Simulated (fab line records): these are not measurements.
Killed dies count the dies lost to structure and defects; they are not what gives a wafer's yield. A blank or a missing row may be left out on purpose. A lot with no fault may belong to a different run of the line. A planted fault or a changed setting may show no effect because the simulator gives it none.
fab line records | flow nand-harc
[record] lots = 13 | wafers = 39 | last-day = 24
route steps=1159 shown P_M1@312 P_M2@328 END@1159
lots with no fault: from the same line, run without faults
start-h: hours from the record's first day to the start of the lot's first wafer shown | wait-h: how many hours have passed since the lot's step before this one | " as in the row above | L1.1+2: one row covering several wafers at once | - no value present, or no start provided | * or withheld: withheld | < > ~ a bound
route shown NAME@n: NAME is a module with steps in the file, n the number in the route of the first one | usual: mean/standard deviation of fault-free wafers | same: alike in all rows | chamber/n: place in a boat | sites: readings site by site | _std_site: how widely they spread, as a standard deviation | _edge_site: inner sites' mean taken away from outer sites' mean | radius-mm: for every site, how far away it sits from the centre of the wafer | mask NAME#n: copy n | behind: the most recent tool/chamber to have shaped the wafer | hold: why the lot was held/for how many hours/how that ended | device: transistor that didn't switch, given as n, p or np | end of line: tests of these same wafers at the route's end | a step with no rows: only its recipe | killed: dies that structure and defects cost at the first sort, which is not the same as the wafer's yield | map: dies across one wafer; x = killed, . = not, _ = none there
set.NAME: the run value of the setting; set.NAME@STEP: its run value at that earlier step | model.NAME: the simulator's own value behind a step, which no gauge read
a sample of lots followed through the steps of the route, with each step as a table and each wafer as a row
services: when a tool's chamber went out of use (start-h, in hours from the record's first day, below 0 if earlier), for how many hours, and the reason
[[steps]]
[step NHARC_P_M1_THK_MEAS_24]
[recipe] thk-meas-gauge = xrf
[usual] thk-nm = 157.5/1.8
lot.wafer | tool          | chamber | start-h | wait-h | thk-nm
L138.1    | film-metro-01 | -       | 116.96  | -      | 153.1
L138.5    | "             | -       | "       | "      | 154.9
L138.6    | "             | -       | "       | "      | 154.8
L140.4    | film-metro-01 | -       | 139.47  | -      | 157.0
L140.5    | "             | -       | "       | "      | 157.1
L140.6    | "             | -       | "       | "      | 160.2
L141.1    | film-metro-02 | -       | 145.64  | -      | 156.6
L141.4    | "             | -       | "       | "      | 160.0
L141.6    | "             | -       | "       | "      | 158.2
L144.1    | film-metro-02 | -       | 160.33  | -      | 156.6
L144.3    | "             | -       | "       | "      | 157.7
L144.5    | "             | -       | "       | "      | 159.0
L145.2    | film-metro-02 | -       | 166.87  | -      | 155.0
L145.3    | "             | -       | "       | "      | 153.9
L145.6    | "             | -       | "       | "      | 159.7
L146.1    | film-metro-01 | -       | 169.90  | -      | 158.6
L146.4    | "             | -       | "       | "      | 157.0
L146.6    | "             | -       | "       | "      | 158.2
L147.1    | film-metro-02 | -       | 171.48  | -      | 157.1
L147.2    | "             | -       | "       | "      | 155.9
L147.6    | "             | -       | "       | "      | 154.8
L148.2    | film-metro-02 | -       | 175.27  | -      | 160.2
L148.4    | "             | -       | "       | "      | 157.2
L148.6    | "             | -       | "       | "      | 157.1
L157.2    | film-metro-02 | -       | 234.28  | -      | 156.0
L157.3    | "             | -       | "       | "      | 159.5
L157.4    | "             | -       | "       | "      | 158.5
L156.3    | film-metro-01 | -       | 234.77  | -      | 156.5
L156.4    | "             | -       | "       | "      | 158.0
L156.6    | "             | -       | "       | "      | 158.0
L159.1    | film-metro-02 | -       | 245.92  | -      | 155.7
L159.3    | "             | -       | "       | "      | 157.2
L159.6    | "             | -       | "       | "      | 156.5
L158.1    | film-metro-01 | -       | 246.81  | -      | 156.5
L158.2    | "             | -       | "       | "      | 158.2
L158.5    | "             | -       | "       | "      | 157.2
L161.3    | film-metro-01 | -       | 264.73  | -      | 158.1
L161.4    | "             | -       | "       | "      | 155.1
L161.6    | "             | -       | "       | "      | 160.2
[step NHARC_P_M1_INSPECT_27]
[usual] raw-defect-count = 304/140
lot.wafer | tool              | chamber | start-h | wait-h | raw-defect-count
L138.1    | defect-inspect-01 | -       | 117.12  | 0.0    | 146
L138.5    | "                 | -       | "       | "      | 190
L138.6    | "                 | -       | "       | "      | 382
L140.4    | defect-inspect-01 | -       | 139.62  | 0.0    | 280
L140.5    | "                 | -       | "       | "      | 1441
L140.6    | "                 | -       | "       | "      | 500
L141.1    | defect-inspect-01 | -       | 145.80  | 0.0    | 202
L141.4    | "                 | -       | "       | "      | 210
L141.6    | "                 | -       | "       | "      | 218
L144.1    | defect-inspect-02 | -       | 160.48  | 0.0    | 209
L144.3    | "                 | -       | "       | "      | 245
L144.5    | "                 | -       | "       | "      | 170
L145.2    | defect-inspect-01 | -       | 167.03  | 0.0    | 216
L145.3    | "                 | -       | "       | "      | 249
L145.6    | "                 | -       | "       | "      | 266
L146.1    | defect-inspect-01 | -       | 170.06  | 0.0    | 279
L146.4    | "                 | -       | "       | "      | 210
L146.6    | "                 | -       | "       | "      | 226
L147.1    | defect-inspect-02 | -       | 171.64  | 0.0    | 261
L147.2    | "                 | -       | "       | "      | 479
L147.6    | "                 | -       | "       | "      | 379
L148.2    | defect-inspect-02 | -       | 175.43  | 0.0    | 404
L148.4    | "                 | -       | "       | "      | 379
L148.6    | "                 | -       | "       | "      | 466
L157.2    | defect-inspect-02 | -       | 234.44  | 0.0    | 176
L157.3    | "                 | -       | "       | "      | 217
L157.4    | "                 | -       | "       | "      | 280
L156.3    | defect-inspect-01 | -       | 235.01  | 0.0    | 377
L156.4    | "                 | -       | "       | "      | 181
L156.6    | "                 | -       | "       | "      | 241
L159.1    | defect-inspect-01 | -       | 246.07  | 0.0    | 220
L159.3    | "                 | -       | "       | "      | 268
L159.6    | "                 | -       | "       | "      | 236
L158.1    | defect-inspect-02 | -       | 246.97  | 0.0    | 446
L158.2    | "                 | -       | "       | "      | 391
L158.5    | "                 | -       | "       | "      | 278
L161.3    | defect-inspect-02 | -       | 264.88  | 0.0    | 170
L161.4    | "                 | -       | "       | "      | 264
L161.6    | "                 | -       | "       | "      | 123
[step NHARC_P_M2_CD_MEAS_09]
[recipe] target-cd-nm = 170 | landing-energy-ev = 500
[usual] cd-nm = 169.9/0.78
lot.wafer | tool      | chamber | start-h | wait-h | cd-nm
L138.1    | cd-sem-02 | 0       | 118.54  | -      | 171.6
L138.5    | "         | 0       | "       | "      | 170.5
L138.6    | "         | 0       | "       | "      | 170.6
L140.4    | cd-sem-02 | 0       | 140.90  | -      | 170.0
L140.5    | "         | 0       | "       | "      | 170.8
L140.6    | "         | 0       | "       | "      | 170.4
L141.1    | cd-sem-02 | 0       | 147.20  | -      | 168.9
L141.4    | "         | 0       | "       | "      | 170.6
L141.6    | "         | 0       | "       | "      | 170.4
L144.1    | cd-sem-03 | 0       | 161.96  | -      | 170.1
L144.3    | "         | 0       | "       | "      | 170.4
L144.5    | "         | 0       | "       | "      | 169.7
L145.2    | cd-sem-02 | 0       | 168.42  | -      | 168.7
L145.3    | "         | 0       | "       | "      | 171.0
L145.6    | "         | 0       | "       | "      | 170.6
L146.1    | cd-sem-01 | 0       | 171.59  | -      | 169.2
L146.4    | "         | 0       | "       | "      | 169.7
L146.6    | "         | 0       | "       | "      | 170.1
L147.1    | cd-sem-03 | 0       | 173.20  | -      | 169.1
L147.2    | "         | 0       | "       | "      | 170.6
L147.6    | "         | 0       | "       | "      | 170.0
L148.2    | cd-sem-01 | 0       | 176.70  | -      | 169.2
L148.4    | "         | 0       | "       | "      | 171.0
L148.6    | "         | 0       | "       | "      | 169.8
L157.2    | cd-sem-02 | 0       | 235.71  | -      | 170.0
L157.3    | "         | 0       | "       | "      | 169.4
L157.4    | "         | 0       | "       | "      | 168.7
L156.3    | cd-sem-03 | 0       | 236.39  | -      | 169.5
L156.4    | "         | 0       | "       | "      | 168.9
L156.6    | "         | 0       | "       | "      | 168.1
L159.1    | cd-sem-02 | 0       | 247.32  | -      | 170.8
L159.3    | "         | 0       | "       | "      | 169.5
L159.6    | "         | 0       | "       | "      | 169.0
L158.1    | cd-sem-03 | 0       | 248.48  | -      | 169.5
L158.2    | "         | 0       | "       | "      | 168.9
L158.5    | "         | 0       | "       | "      | 171.2
L161.3    | cd-sem-01 | 0       | 266.16  | -      | 169.4
L161.4    | "         | 0       | "       | "      | 169.7
L161.6    | "         | 0       | "       | "      | 167.8
[step NHARC_P_M2_STRIP_19]
[recipe] time-s = 600 | temp-c = 30 | chemistry = post-etch-residue-remover
[usual] bath-heat-duty-pct = 12.8/1.2 | run-length-s = 603.3/1.1
lot.wafer | tool         | chamber | start-h | wait-h | bath-heat-duty-pct | run-length-s
L138.5    | wet-bench-10 | 3       | 119.52  | -      | 13.5               | 605.2
L138.1    | "            | 4       | "       | "      | 14.6               | 603.5
L138.6    | "            | 0       | "       | "      | 12.2               | 602.6
L140.5    | wet-bench-10 | 7       | 141.94  | -      | 14.8               | 600.6
L140.6    | "            | 1       | "       | "      | 11.8               | 604.4
L140.4    | "            | 3       | "       | "      | 14.7               | 603.6
L141.1    | wet-bench-10 | 5       | 148.26  | -      | 12.9               | 601.9
L141.4    | "            | 6       | "       | "      | 12.0               | 603.9
L141.6    | "            | 0       | "       | "      | 11.9               | 603.9
L144.5    | wet-bench-08 | 0       | 163.24  | -      | 12.9               | 602.8
L144.3    | "            | 4       | "       | "      | 13.7               | 603.5
L144.1    | "            | 5       | "       | "      | 10.4               | 601.2
L145.3    | wet-bench-10 | 3       | 169.41  | -      | 13.6               | 604.7
L145.2    | "            | 5       | "       | "      | 12.7               | 602.7
L145.6    | "            | 0       | "       | "      | 13.1               | 602.7
L146.1    | wet-bench-10 | 0       | 172.54  | -      | -                  | -
L146.6    | "            | 2       | "       | "      | -                  | -
L146.4    | "            | 3       | "       | "      | -                  | -
L147.1    | wet-bench-10 | 0       | 174.22  | -      | -                  | -
L147.6    | "            | 1       | "       | "      | -                  | -
L147.2    | "            | 3       | "       | "      | -                  | -
L148.2    | wet-bench-08 | 3       | 177.70  | -      | 10.8               | 603.7
L148.6    | "            | 4       | "       | "      | 12.6               | 603.5
L148.4    | "            | 6       | "       | "      | 13.4               | 602.6
L157.3    | wet-bench-10 | 7       | 236.64  | -      | 14.1               | 601.6
L157.2    | "            | 1       | "       | "      | 12.0               | 603.5
L157.4    | "            | 2       | "       | "      | 12.2               | 604.1
L156.3    | wet-bench-10 | 6       | 237.39  | -      | 12.1               | 604.6
L156.6    | "            | 0       | "       | "      | 12.5               | 603.0
L156.4    | "            | 3       | "       | "      | 15.2               | 605.0
L159.6    | wet-bench-08 | 6       | 248.35  | -      | 13.9               | 603.0
L159.1    | "            | 7       | "       | "      | 11.6               | 603.1
L159.3    | "            | 0       | "       | "      | 11.4               | 604.0
L158.1    | wet-bench-08 | 1       | 249.54  | -      | 13.1               | 603.1
L158.2    | "            | 2       | "       | "      | 13.2               | 603.5
L158.5    | "            | 3       | "       | "      | 11.2               | 604.2
L161.4    | wet-bench-08 | 2       | 267.10  | -      | 13.2               | 603.6
L161.6    | "            | 3       | "       | "      | 11.2               | 604.0
L161.3    | "            | 4       | "       | "      | 13.8               | 603.2
[step NHARC_END_SORT_01]
[recipe] temp-c = 25
[usual] defect-limited-yield = 95.3/1.5 | killed-at-array = 28/10 | killed-at-other = 0.6/1.1 | killed-at-periphery = 3.6/2.6 | killed-dies = 32/10 | killed-open = 3.3/1.8 | killed-short = 1.9/1.4 | sort_bin_2_pct = 1.5/0.61 | sort_bin_3_pct = 0.27/0.2 | sort_bin_4_pct = 3.0/1 | sort-n-pass = 645/10 | sort-rim-yield-pct = 97.3/1.9 | sort-yield-pct = 95.3/1.5
[same] gross-dies = 677 | sort_bin_5_pct[%] = 0 | sort_bin_6_pct[%] = 0 | sort_bin_7_pct[%] = 0 | sort_bin_8_pct[%] = 0 | sort-rim-n-gross = 106.00
lot.wafer | tool      | chamber | start-h | wait-h | defect-limited-yield[%] | killed-at-array | killed-at-other | killed-at-periphery | killed-dies | killed-open | killed-short | sort_bin_2_pct[%] | sort_bin_3_pct[%] | sort_bin_4_pct[%] | sort-n-pass | sort-rim-yield-pct[%] | sort-yield-pct[%]
L145.2    | prober-02 | 0       | 493.34  | 2.8    | 95.4                    | 25              | 0               | 6                   | 31          | 3           | 3            | 1.6               | 0.30              | 2.7               | 646         | 98.1                  | 95.4
L145.3    | prober-02 | 0       | 494.14  | 3.1    | 94.5                    | 30              | 2               | 5                   | 37          | 5           | 3            | 1.9               | 0.15              | 3.4               | 640         | 99.1                  | 94.5
L145.6    | prober-02 | 0       | 496.55  | 4.0    | 95.7                    | 25              | 0               | 4                   | 29          | 4           | 2            | 1.2               | 0.44              | 2.7               | 648         | 97.2                  | 95.7
L144.1    | prober-02 | 0       | 505.27  | 2.5    | 94.5                    | 37              | 0               | 0                   | 37          | 2           | 3            | 2.1               | 0.30              | 3.1               | 640         | 97.2                  | 94.5
L144.3    | prober-02 | 0       | 506.85  | 3.1    | 93.8                    | 41              | 0               | 1                   | 42          | 3           | 1            | 2.4               | 0.44              | 3.4               | 635         | 97.2                  | 93.8
L144.5    | prober-02 | 0       | 508.43  | 3.7    | 94.1                    | 38              | 1               | 1                   | 40          | 1           | 3            | 1.9               | 0.59              | 3.4               | 637         | 97.2                  | 94.1
// killed by level:class
L145.2 A_CHANNEL_HOLE_D1:chamber-film-flake=17 A_CONTACT:chamber-film-flake=2 P_GATE:geometric-particle:short=1 P_GATE:geometric-particle:open=1 P_M0:geometric-particle:open=1 P_M2:geometric-particle:open=1 A_CHANNEL_HOLE_D1:geometric-particle:short=1 A_CHANNEL_FILL_D1:geometric-particle:short=1
L145.3 A_CHANNEL_HOLE_D1:chamber-film-flake=12 P_M1:chamber-film-flake=3 A_CHANNEL_FILL_D1:chamber-film-flake=3 A_STAIRCASE:chamber-film-flake=2 A_WL_FILL:chamber-film-flake=2 A_CONTACT:chamber-film-flake=2 THIN_TSV:chamber-film-flake=2 A_SOURCE_PLATE:geometric-particle:open=1
L145.6 A_CHANNEL_HOLE_D1:chamber-film-flake=12 A_CONTACT:chamber-film-flake=4 P_M0:geometric-particle:open=2 P_M1:chamber-film-flake=2 A_WL_FILL:chamber-film-flake=2 A_CHANNEL_FILL_D1:geometric-particle:short=1 A_WL_FILL:geometric-particle:short=1 A_BLC:geometric-particle:open=1
L144.1 A_CHANNEL_HOLE_D1:chamber-film-flake=20 A_SLIT:chamber-film-flake=7 A_CONTACT:chamber-film-flake=4 A_SGD_CUT:geometric-particle:short=2 A_SOURCE_PLATE:geometric-particle:short=1 A_CONTACT:geometric-particle:open=1 A_BLC:geometric-particle:open=1 A_WL_FILL:chamber-film-flake=1
L144.3 A_CHANNEL_HOLE_D1:chamber-film-flake=17 A_SLIT:chamber-film-flake=11 A_CONTACT:chamber-film-flake=5 A_WL_FILL:chamber-film-flake=3 P_CONTACT:geometric-particle:open=1 A_CHANNEL_FILL_D1:geometric-particle:open=1 A_WL_FILL:geometric-particle:open=1 A_CONTACT:geometric-particle:short=1
L144.5 A_CHANNEL_HOLE_D1:chamber-film-flake=15 A_SLIT:chamber-film-flake=13 A_WL_FILL:chamber-film-flake=4 A_CONTACT:chamber-film-flake=2 P_M0:geometric-particle:short=1 A_ONON_D1:geometric-particle:short=1 A_STAIRCASE:geometric-particle:open=1 A_CONTACT:geometric-particle:short=1
[[services]]
tool         | chamber | start-h | hours | kind
wet-bench-08 | -       | 230.40  | 8.0   | pm
wet-bench-08 | 0       | 238.40  | -     | consumable-replace:bath
wet-bench-08 | 0       | 238.40  | -     | consumable-replace:filter
wet-bench-08 | 1       | 238.40  | -     | consumable-replace:bath
wet-bench-08 | 1       | 238.40  | -     | consumable-replace:filter
wet-bench-08 | 2       | 238.40  | -     | consumable-replace:bath
wet-bench-08 | 2       | 238.40  | -     | consumable-replace:filter
wet-bench-10 | -       | 247.20  | 8.0   | pm
wet-bench-10 | 0       | 255.20  | -     | consumable-replace:bath
wet-bench-10 | 0       | 255.20  | -     | consumable-replace:filter
wet-bench-10 | 1       | 255.20  | -     | consumable-replace:bath
wet-bench-10 | 1       | 255.20  | -     | consumable-replace:filter
wet-bench-10 | 2       | 255.20  | -     | consumable-replace:bath
wet-bench-10 | 2       | 255.20  | -     | consumable-replace:filter
wet-bench-10 | 3       | 255.20  | -     | consumable-replace:bath
wet-bench-10 | 3       | 255.20  | -     | consumable-replace:filter
wet-bench-10 | 4       | 255.20  | -     | consumable-replace:bath
wet-bench-10 | 4       | 255.20  | -     | consumable-replace:filter
wet-bench-10 | 5       | 255.20  | -     | consumable-replace:bath
wet-bench-10 | 5       | 255.20  | -     | consumable-replace:filter
wet-bench-10 | 6       | 255.20  | -     | consumable-replace:bath
wet-bench-10 | 6       | 255.20  | -     | consumable-replace:filter
wet-bench-10 | 7       | 255.20  | -     | consumable-replace:bath
wet-bench-10 | 7       | 255.20  | -     | consumable-replace:filter
[[key]]
[first-sign] step = NHARC_P_M2_STRIP_19 | reading = tool-record | direction = missing
effect none on later readings
met-at NHARC_P_M2_STRIP_19
struck-lots L146,L147
not-acting-at NHARC_P_M1_THK_MEAS_24,NHARC_P_M1_INSPECT_27,NHARC_P_M2_CD_MEAS_09
onset-between 169.41 172.54
[fault] kind = skipped-step-whole | tool = wet-bench-10 | chamber = - | onset-h = 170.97 | steps = NHARC_P_M2_STRIP_19 | scope = struck-lots-only
